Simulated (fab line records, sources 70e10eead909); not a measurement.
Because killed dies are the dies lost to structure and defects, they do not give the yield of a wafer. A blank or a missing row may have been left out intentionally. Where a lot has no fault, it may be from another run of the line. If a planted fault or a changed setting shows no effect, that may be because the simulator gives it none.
Matching of chambers	flow nandHarc	rieDiel-11 running NHARC_A_CHANNEL_FILL_D2_STRIP_28: 4 sister chambers
The step strips in O2, time 20 s. 14 wafers are shown with their chamber, then 7 later ones without.

## WAFERS WITH THEIR CHAMBER
wafer	chamber	rfVppV (V)	throttleValvePct (%)	oesProductAu (a.u.)
L076.2	1	57.5	17.049	0.992
L076.4	3	55.4	17.022	0.994
L076.5	0	58.2	17.027	0.987
L078.1	1	57.8	17.029	1.007
L078.4	2	55.9	17.035	1.001
L078.6	1	57.8	17.027	1.005
L079.2	2	56.2	17.040	0.970
L079.3	1	59.4	17.037	0.988
L079.6	0	58.2	17.029	0.991
L080.1	1	57.9	17.030	0.982
L080.3	2	56.5	17.032	0.983
L080.5	2	58.3	17.028	0.992
L083.1	2	57.5	17.047	0.995
L083.2	0	58.8	17.039	0.982

SIGNATURES, as means of the wafers listed above
reading	chamber 0	chamber 1	chamber 2	chamber 3	scatter within a chamber
rfVppV	58.400	58.080	56.880	55.400	0.805
throttleValvePct	17.03167	17.03440	17.03640	17.02200	0.00789
oesProductAu	0.98667	0.99480	0.98820	0.99400	0.0105
Rule: a wafer's distance from a chamber is the root of the sum, over the readings, of the square of ((its reading less the chamber's mean) divided by the reading's scatter). The wafer belongs to the nearest chamber; if the next one is less than 2 further off, it can't be placed. The scatter: take each reading less its chamber's mean, square it, sum over the shown wafers, divide by the number of wafers less the number of chambers, and take the root.

## WAFERS WHOSE CHAMBER IS MISSING
wafer	rfVppV (V)	throttleValvePct (%)	oesProductAu (a.u.)
L083.6	56.5	17.047	1.002
L092.3	58.8	17.036	1.008
L092.5	58.3	17.030	0.997
L092.6	56.9	17.029	0.993
L094.4	56.6	17.043	1.020
L094.5	59.3	17.025	1.006
L094.6	57.7	17.046	1.001

## WHICH CHAMBER EACH ONE RAN IN
wafer	from the rows above	in truth
L083.6	can't be placed: 2 or 1 or 0 or 3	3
L092.3	can't be placed: 1 or 0 or 2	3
L092.5	can't be placed: 1 or 0 or 2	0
L092.6	can't be placed: 2 or 1 or 0 or 3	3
L094.4	can't be placed: 2 or 1 or 3 or 0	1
L094.5	can't be placed: 1 or 0 or 2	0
L094.6	can't be placed: 1 or 2 or 0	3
Correctly placed: 0 of 7. Not placeable from these rows: 7 (in 5, the candidates include the true chamber). 0 placed wrongly.
